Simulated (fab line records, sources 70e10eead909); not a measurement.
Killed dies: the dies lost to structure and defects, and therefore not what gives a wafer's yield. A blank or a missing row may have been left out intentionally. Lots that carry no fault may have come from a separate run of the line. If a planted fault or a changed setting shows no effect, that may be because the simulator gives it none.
fab line records	flow nand-harc
[record] lots = 15	wafers = 45	last-day = 33
route steps=1302 shown P_STI@90 P_GATE@139
lots that met no fault: taken from a fault-free run of the same line
start-h: the number of hours between the record's first day and the start of the first shown wafer of the lot	wait-h: hours since the lot's step before	" as in the row above	L1.1+2: one row covering several wafers at once	- value missing, or start not given	* or withheld: withheld	< > ~ a bound
route shown NAME@n: NAME is a module with steps in the file, n the number in the route of the first one	usual: mean/standard deviation of fault-free wafers	same: alike in all rows	chamber/n: place in a boat	sites: per-site readings	_std_site: the standard deviation of these	_edge_site: outer sites' mean less inner sites'	radius-mm: for every site, how far away it sits from the centre of the wafer	mask NAME#n: copy n	behind: the most recent tool/chamber to have shaped the wafer	hold: cause of the lot's hold/its duration in hours/its outcome	device: the transistor (n, p or np) that didn't switch	end of line: tests of these same wafers at the route's end	for a step that has no rows: nothing shown but its recipe	killed: at the first sort, the dies lost to defects and structure; wafer yield is something else	map: shows each die of a wafer: x if killed, . if not, _ if none is there
set.NAME: the setting that was run; set.NAME@STEP: the one run at that earlier step	model.NAME: the simulator's own value behind a step, which no gauge read
one table for each step of the route and one row for each wafer, over a sample of lots
services: when a tool's chamber went out of use (start-h, in hours from the record's first day, below 0 if earlier), for how many hours, and the reason
[[steps]]
[step NHARC_P_STI_ETCH_15]
[recipe] target-depth-a = 3000	taper-deg = 4	time-s = 100.1	hbr-flow-sccm = 150	cl2-flow-sccm = 50	rf-w = 400	icp-w = 400	bias-w = 100	chemistry = HBr/Cl2
[usual] drypump-motor-current-A = 5.7/0.3	oes-product-au = 1.003/0.011	throttle-valve-pct = 26.406/0.0085
lot.wafer	tool	chamber	start-h	wait-h	drypump-motor-current-A	oes-product-au	rf-hours-counter-h	throttle-valve-pct
L332.2	rie-si-04	1	41.35	-	5.7	1.002	0.3	26.389
L332.6	"	1	"	"	5.7	0.998	-	26.409
L332.5	"	2	"	"	5.2	0.989	-	26.411
L333.3	rie-si-04	2	56.61	-	5.2	0.997	0.5	26.403
L333.1	"	1	"	"	5.7	1.013	0.5	26.398
L333.5	"	2	"	"	5.2	0.992	-	26.406
L334.2	rie-si-02	1	64.05	-	5.6	1.012	0.7	26.423
L334.4	"	3	"	"	4.9	1.021	1.0	26.404
L334.5	"	1	"	"	5.6	1.004	-	26.401
L336.2	rie-si-02	3	83.65	-	4.9	1.015	1.1	26.402
L336.3	"	0	"	"	6.2	1.030	1.0	26.413
L336.1	"	1	"	"	5.6	1.006	0.9	26.404
L338.1	rie-si-01	1	103.37	-	5.8	0.988	0.6	26.407
L338.4	"	3	"	"	5.7	0.991	-	26.410
L338.6	"	2	"	"	5.5	0.995	-	26.400
L339.1	rie-si-01	2	117.34	-	5.5	0.997	0.8	26.402
L339.4	"	3	"	"	5.7	0.985	-	26.406
L339.6	"	2	"	"	5.5	0.993	-	26.407
L340.3	rie-si-01	2	124.63	-	5.5	1.005	0.9	26.415
L340.2	"	3	"	"	5.7	0.999	0.9	26.402
L340.5	"	2	"	"	5.4	0.998	-	26.415
L341.3	rie-si-01	1	133.41	-	5.9	1.006	1.0	26.408
L341.2	"	2	"	"	5.5	0.996	1.0	26.408
L341.1	"	3	"	"	5.7	0.984	1.0	26.416
L343.2	rie-si-02	1	153.09	-	5.6	1.009	0.2	26.413
L343.1	"	2	"	"	5.8	1.008	0.3	26.385
L343.6	"	3	"	"	4.9	1.006	-	26.409
L348.2	rie-si-01	1	203.28	-	5.9	1.007	0.0	26.402
L348.3	"	2	"	"	5.5	1.001	0.0	26.409
L348.6	"	0	"	"	5.9	0.990	-	26.408
L349.4	rie-si-04	2	214.68	-	5.2	1.008	0.2	26.406
L349.2	"	3	"	"	5.5	1.007	0.3	26.406
L349.5	"	0	"	"	6.0	1.019	-	26.397
L350.2	rie-si-01	0	226.98	-	5.9	1.009	0.2	26.415
L350.6	"	3	"	"	5.7	0.993	-	26.412
L350.5	"	0	"	"	5.9	0.998	-	26.398
L351.2	rie-si-02	2	235.29	-	5.8	1.012	0.8	26.407
L351.1	"	3	"	"	4.9	0.989	0.8	26.407
L351.4	"	0	"	"	6.2	1.016	0.8	26.404
L352.2	rie-si-01	1	245.98	-	5.9	0.986	0.3	26.408
L352.4	"	3	"	"	5.7	0.977	0.2	26.390
L352.5	"	1	"	"	5.9	1.000	-	26.400
L355.3	rie-si-01	1	275.47	-	5.8	0.995	0.6	26.399
L355.5	"	2	"	"	5.5	0.985	-	26.398
L355.6	"	3	"	"	5.7	0.982	-	26.398
[step NHARC_P_STI_CMP_21]
[recipe] t-overpolish-s = 20	target-thk-nm = 380.67
[usual] motor-current-A = 12.0/1.2	overpolish-run-s = 19.999/0.0093	pad-life-wafers = 216/120
lot.wafer	tool	chamber	start-h	wait-h	motor-current-A	overpolish-run-s	pad-life-wafers
L332.2	cmp-02	0	62.26	0.4	11.3	19.983	91
L332.6	"	3	"	"	12.0	20.000	-
L332.5	"	0	"	"	11.9	20.005	-
L333.1	cmp-01	2	76.19	0.4	10.6	19.999	301
L333.3	"	0	"	"	12.5	20.006	303
L333.5	"	2	"	"	11.1	19.985	-
L334.2	cmp-01	2	81.62	0.4	11.3	20.014	313
L334.4	"	3	"	"	11.0	19.985	314
L334.5	"	1	"	"	12.7	19.986	-
L336.1	cmp-02	3	100.90	0.4	12.5	19.993	276
L336.3	"	0	"	"	11.2	20.005	277
L336.2	"	2	"	"	12.8	19.990	279
L338.1	cmp-01	2	122.97	0.4	11.1	19.985	139
L338.4	"	0	"	"	11.9	20.006	141
L338.6	"	1	"	"	13.2	20.003	-
L339.1	cmp-02	2	140.54	0.4	13.5	19.985	19
L339.4	"	3	"	"	12.1	19.999	20
L339.6	"	1	"	"	11.5	20.002	-
L340.2	cmp-01	2	145.03	0.4	11.5	20.004	264
L340.3	"	1	"	"	12.4	19.983	267
L340.5	"	2	"	"	11.1	20.001	-
L341.3	cmp-01	1	152.00	0.4	12.5	20.001	294
L341.1	"	3	"	"	11.4	19.998	296
L341.2	"	0	"	"	11.4	19.995	297
L343.1	cmp-01	3	172.57	0.4	12.0	20.008	366
L343.2	"	2	"	"	10.4	20.002	369
L343.6	"	3	"	"	11.8	20.008	-
L348.3	cmp-02	0	226.76	0.4	11.5	19.996	403
L348.2	"	1	"	"	12.4	20.015	404
L348.6	"	3	"	"	12.0	20.018	-
L349.4	cmp-04	0	233.15	0.4	9.3	19.994	85
L349.2	"	1	"	"	15.2	19.982	86
L349.5	"	3	"	"	12.4	19.988	-
L350.2	cmp-04	0	246.04	0.4	9.6	19.997	162
L350.6	"	0	"	"	9.7	19.987	-
L350.5	"	1	"	"	15.5	19.995	-
L351.4	cmp-04	0	252.87	0.4	9.7	19.995	186
L351.2	"	2	"	"	12.0	20.016	188
L351.1	"	3	"	"	12.9	20.005	189
L352.2	cmp-04	3	264.30	0.4	13.1	19.981	216
L352.4	"	2	"	"	12.0	19.990	219
L352.5	"	0	"	"	9.8	20.001	-
L355.3	cmp-04	3	293.46	0.4	13.1	20.012	330
L355.6	"	3	"	"	12.2	20.001	-
L355.5	"	0	"	"	9.4	19.993	-
[step NHARC_P_GATE_PEB_24]
[recipe] peb-temp-c = 100	peb-time-s = 65
[usual] chill-plate-temp-C = 23.00/0.09	exhaust-pa = 45.0/0.95	heater-power-total-W = 156.6/0.41
lot.wafer	tool	chamber	start-h	wait-h	chill-plate-temp-C	exhaust-pa	heater-power-total-W
L332.2	litho-track-01	0	92.26	0.1	23.20	47.2	157.2
L332.5	"	0	"	"	23.09	44.7	157.1
L332.6	"	0	"	"	23.08	45.1	157.1
L333.1	litho-track-06	0	108.25	0.1	23.01	45.2	156.1
L333.3	"	0	"	"	23.03	45.0	157.0
L333.5	"	0	"	"	22.92	44.8	156.0
L334.2	litho-track-04	0	112.23	0.1	23.13	44.1	156.2
L334.4	"	0	"	"	23.24	44.2	156.6
L334.5	"	0	"	"	23.06	45.7	156.7
L336.1	litho-track-01	0	136.04	0.1	22.77	44.6	156.3
L336.2	"	0	"	"	22.79	42.3	156.1
L336.3	"	0	"	"	22.88	45.0	156.0
L338.1	litho-track-06	0	157.16	0.1	23.03	45.0	156.2
L338.4	"	0	"	"	23.01	44.8	157.0
L338.6	"	0	"	"	23.02	44.8	157.1
L339.1	litho-track-01	0	174.82	0.1	23.01	45.0	157.1
L339.4	"	0	"	"	22.95	44.4	156.0
L339.6	"	0	"	"	22.96	44.2	156.4
L340.2	litho-track-01	0	175.21	0.1	22.99	45.3	156.8
L340.3	"	0	"	"	22.97	46.4	156.4
L340.5	"	0	"	"	23.02	45.4	156.2
L341.1	litho-track-01	0	181.93	0.1	23.01	45.2	157.2
L341.2	"	0	"	"	22.96	44.8	156.5
L341.3	"	0	"	"	22.92	44.7	156.9
L343.1	litho-track-01	0	205.18	0.1	22.96	44.4	156.1
L343.2	"	0	"	"	22.96	43.1	156.7
L343.6	"	0	"	"	22.92	43.8	157.1
L348.2	litho-track-01	-	263.65	0.1	-	-	-
L348.3	"	-	"	"	-	-	-
L348.6	"	-	"	"	-	-	-
L349.2	litho-track-06	-	265.18	0.1	-	-	-
L349.4	"	-	"	"	-	-	-
L349.5	"	-	"	"	-	-	-
L350.2	litho-track-01	-	281.69	0.1	-	-	-
L350.5	"	-	"	"	-	-	-
L350.6	"	-	"	"	-	-	-
L351.1	litho-track-06	0	286.99	0.1	23.03	44.7	156.9
L351.2	"	0	"	"	22.92	45.2	156.5
L351.4	"	0	"	"	23.02	45.3	155.9
L352.2	litho-track-04	0	297.23	0.1	22.80	44.2	156.1
L352.4	"	0	"	"	23.09	43.3	156.0
L352.5	"	0	"	"	23.10	44.0	156.6
L355.3	litho-track-06	0	327.75	0.0	23.02	45.4	157.0
L355.5	"	0	"	"	22.88	44.9	156.0
L355.6	"	0	"	"	22.95	45.1	156.4
[step NHARC_P_GATE_CD_MEAS_33]
[usual] cd-nm = 119.5/2.5
lot.wafer	tool	chamber	start-h	wait-h	cd-nm
L332.2	cd-sem-03	-	93.42	0.2	120.7
L332.5	"	-	"	"	122.7
L332.6	"	-	"	"	119.2
L333.1	cd-sem-01	-	109.31	-	122.6
L333.3	"	-	"	"	122.6
L333.5	"	-	"	"	123.1
L334.2	cd-sem-03	-	113.29	-	121.3
L334.4	"	-	"	"	120.8
L334.5	"	-	"	"	122.1
L336.1	cd-sem-02	-	137.09	-	113.8
L336.2	"	-	"	"	123.0
L336.3	"	-	"	"	118.5
L338.1	cd-sem-01	-	158.22	-	120.1
L338.4	"	-	"	"	122.1
L338.6	"	-	"	"	116.9
L339.1	cd-sem-03	-	175.88	-	123.4
L339.4	"	-	"	"	118.7
L339.6	"	-	"	"	118.7
L340.2	cd-sem-02	-	176.27	-	118.8
L340.3	"	-	"	"	118.3
L340.5	"	-	"	"	118.9
L341.1	cd-sem-02	-	182.99	-	118.3
L341.2	"	-	"	"	123.2
L341.3	"	-	"	"	119.3
L343.1	cd-sem-03	-	206.24	-	121.5
L343.2	"	-	"	"	113.7
L343.6	"	-	"	"	119.3
L348.2	cd-sem-02	-	264.71	-	-
L348.3	"	-	"	"	-
L348.6	"	-	"	"	-
L349.2	cd-sem-03	-	266.24	-	-
L349.4	"	-	"	"	-
L349.5	"	-	"	"	-
L350.2	cd-sem-03	-	282.75	-	-
L350.5	"	-	"	"	-
L350.6	"	-	"	"	-
L351.1	cd-sem-01	-	288.04	-	116.8
L351.2	"	-	"	"	118.4
L351.4	"	-	"	"	121.4
L352.2	cd-sem-01	-	298.29	-	117.4
L352.4	"	-	"	"	120.1
L352.5	"	-	"	"	117.4
L355.3	cd-sem-03	-	328.88	-	115.8
L355.5	"	-	"	"	118.4
L355.6	"	-	"	"	116.0
[[services]]
tool	chamber	start-h	hours	kind
cmp-04	-	19.95	1.1	repair
cmp-02	-	20.53	1.0	repair
rie-si-02	2	22.12	6.1	repair
rie-si-01	0	22.41	120.4	repair
cmp-02	-	36.50	4.0	pm
cmp-01	-	87.50	4.0	pm
rie-si-02	-	100.00	9.0	pm
rie-si-02	2	110.85	0.9	repair
cmp-04	-	111.00	4.0	pm
cmp-02	-	134.50	4.0	pm
cmp-04	-	139.37	0.9	repair
cmp-02	-	143.19	2.0	repair
litho-track-01	-	155.00	7.0	pm
rie-si-01	0	170.86	3.1	repair
litho-track-06	-	179.00	7.0	pm
rie-si-02	3	179.25	6.4	repair
cmp-01	-	185.50	4.0	pm
rie-si-01	-	193.00	9.0	pm
cmp-04	-	209.00	4.0	pm
cmp-01	-	231.14	6.7	repair
cmp-02	-	232.56	4.0	pm
cmp-04	-	255.31	3.2	repair
cmp-01	-	283.61	4.0	pm
cmp-04	-	307.00	4.0	pm
[[key]]
[first-sign] step = NHARC_P_GATE_PEB_24	reading = tool-record	direction = missing
effect none on later readings
met-at NHARC_P_GATE_PEB_24
struck-lots L348,L349,L350
later-rows-left-out L348.2,L348.3,L348.6,L349.2,L349.4,L349.5,L350.2,L350.5,L350.6
sort-left-out L348.2,L348.3,L348.6,L349.2,L349.4,L349.5,L350.2,L350.5,L350.6
tester-left-out L348,L349,L350
not-acting-at NHARC_P_STI_ETCH_15,NHARC_P_STI_CMP_21,NHARC_P_GATE_CD_MEAS_33
onset-between 205.18 263.65
[fault] kind = skipped-step-whole	tool = litho-track-01,litho-track-06	chamber = -	onset-h = 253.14	steps = NHARC_P_GATE_PEB_24	scope = struck-lots-only
// tester-left-out: of these lots the tester's yield and bins aren't shown, on N5 and GAA mostly nor the transistor test; their killed dies are dies lost to structure and defects alone, not to doping, threshold or leakage, so they don't give the yield
// sort-left-out: the simulated sort isn't trusted on such a fault, so these wafers' sort isn't shown, and their yield isn't known
// later-rows-left-out: the simulator's readings of these wafers behind a module that went badly wrong aren't trusted and aren't shown, but for the sort
